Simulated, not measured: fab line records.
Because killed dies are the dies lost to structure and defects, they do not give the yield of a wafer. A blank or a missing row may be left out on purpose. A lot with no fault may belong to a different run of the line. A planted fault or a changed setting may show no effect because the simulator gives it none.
A single fault, viewed from 2 desks | flow nand harc | numbers are kept per desk, each desk with only its own; the story behind them comes last

## THE DEFECT DESK
What the inspections along the route counted, lot by lot: means of the sampled wafers that have a number. Marked OUT: a lot whose mean sits more than 4 standard deviations from the usual mean, which makes it out of limits; the brackets give that distance.
Columns: A = raw defect count at NHARC_A_ZERO_WELL_INSPECT_17, usual 11
lot  | first seen here | A
L671 | day 6 19:01     | 4
L675 | day 8 15:52     | 11
L676 | day 8 21:44     | 8
L680 | day 10 14:47    | 14
L681 | day 11 06:16    | 8
L683 | day 11 17:06    | 17
L688 | day 13 20:11    | 9
L689 | day 14 05:00    | 10
L690 | day 14 21:59    | 8
L691 | day 15 03:30    | 11
L692 | day 15 14:32    | 11
L693 | day 16 02:52    | 11
L694 | day 16 10:09    | 9
Result from this desk: across the 13 lots, nothing is out of limits.

## FROM THE METROLOGY DESK
Lot by lot, what the gauges showed, no matter which tool ran the lot: averages of those sampled wafers that carry a number. Marked OUT: a lot whose mean sits more than 4 standard deviations from the usual mean, which makes it out of limits; the brackets give that distance.
Columns: A = thk nm at NHARC_A_ONON_D1_THK_MEAS_30, usual 997 nm
lot  | first seen here | A
L671 | day 8 03:58     | 995
L675 | day 10 05:00    | 995
L676 | day 10 12:52    | 992
L680 | day 12 00:26    | 980
L681 | day 12 17:30    | 681 (-32) OUT
L683 | day 13 02:47    | 669 (-33) OUT
L688 | day 15 08:28    | 1013
L689 | day 15 16:24    | 997
L690 | day 16 07:34    | 993
L691 | day 16 14:37    | 1007
L692 | day 17 03:45    | 992
L693 | day 17 15:04    | 987
L694 | day 17 20:08    | 1002
Finding of this desk: L681, L683 out of limits; the first was L681 at day 12 17:30, on thk nm at NHARC_A_ONON_D1_THK_MEAS_30. L671, L675, L676, L680, L688, L689, L690, L691, L692, L693, L694 stayed within limits.

## PUT TOGETHER
L681, L683 would have let the metrology desk raise an alarm at day 12 17:30.
Nothing out of limits was seen by the defect desk.
The defect desk has L681, L683 on record, within its limits.
On pecvd onon-04, each named lot ran NHARC_A_ONON_D1_DEP_28.

## WHAT THE SIMULATOR HAD PUT IN
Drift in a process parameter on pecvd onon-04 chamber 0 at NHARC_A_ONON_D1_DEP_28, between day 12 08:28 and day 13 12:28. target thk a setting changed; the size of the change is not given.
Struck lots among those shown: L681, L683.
Hours from the fault's start to each desk's first reading out of limits: the metrology desk, 9.
